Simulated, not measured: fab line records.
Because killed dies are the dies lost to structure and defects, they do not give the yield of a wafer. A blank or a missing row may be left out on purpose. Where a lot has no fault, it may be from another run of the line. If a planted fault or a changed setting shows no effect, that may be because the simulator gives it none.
Which tool is to blame? + flow n5_finfet + route of 1938 steps, sampled at 1 step: 11 lots, 32 wafers

WHAT THE GAUGES READ, wafer by wafer
N5_BEOL_M13_CD_MEAS_17 targets a cd of 190 nm.
| lot  | measured     | on        | cd_nm (nm)        |
|------|--------------|-----------|-------------------|
| L400 | day 12 12:57 | cd_sem-03 | 191.0 191.4 191.0 |
| L402 | day 12 19:44 | cd_sem-03 | 192.1 191.9 192.6 |
| L401 | day 13 09:36 | cd_sem-01 | 193.4 194.2 195.2 |
| L403 | day 13 10:40 | cd_sem-02 | 191.4 191.2 192.2 |
| L404 | day 13 17:31 | cd_sem-02 | 189.4 189.9 190.0 |
| L410 | day 15 10:34 | cd_sem-02 | 190.8 191.0       |
| L414 | day 15 19:40 | cd_sem-03 | 191.8 191.2 190.8 |
| L415 | day 16 07:17 | cd_sem-02 | 193.1 193.1 192.7 |
| L417 | day 16 19:28 | cd_sem-01 | 190.6 190.1 189.5 |
| L416 | day 16 20:05 | cd_sem-01 | 190.1 191.6 189.8 |
| L420 | day 17 08:44 | cd_sem-02 | 192.1 191.6 190.3 |

WHAT TOOL EACH LOT RAN ON (gives the tool, then ch and the chambers of the sampled wafers, and finally the start)
Record: no process step prior to these readings.

WHAT THE TOOLS THEMSELVES READ (means of the sampled wafers that have a number; where no wafer has one, the mark that the record gives instead)
The record holds no such reading with a usual standard deviation.

THE ANSWER, worked out from the rows above alone
Rule: the lots themselves supply what counts as usual. The widest of any qualifying gaps counts: lots, ordered by their means at a reading, are off when they make up no more than a third of the lots, leave a main group of 4 or more, and stand apart from it by 3 or more times the standard deviation of that group's means. A main group whose means are all the same, to the digits that the tables above print for the reading, isn't used. A lot without any number at a reading at which 4 lots or more have one is off too. All remaining lots with rows at the step are treated as sound. First the gauges in route order, then the tools' own readings, where a lot's mean is used as printed above. At the first step where some lot is off, the reading lying furthest off is the one used; lots without a number count as furthest.
Nothing can be told from this: no lot is off at any reading shown.

WHAT THE SIMULATOR PUT IN
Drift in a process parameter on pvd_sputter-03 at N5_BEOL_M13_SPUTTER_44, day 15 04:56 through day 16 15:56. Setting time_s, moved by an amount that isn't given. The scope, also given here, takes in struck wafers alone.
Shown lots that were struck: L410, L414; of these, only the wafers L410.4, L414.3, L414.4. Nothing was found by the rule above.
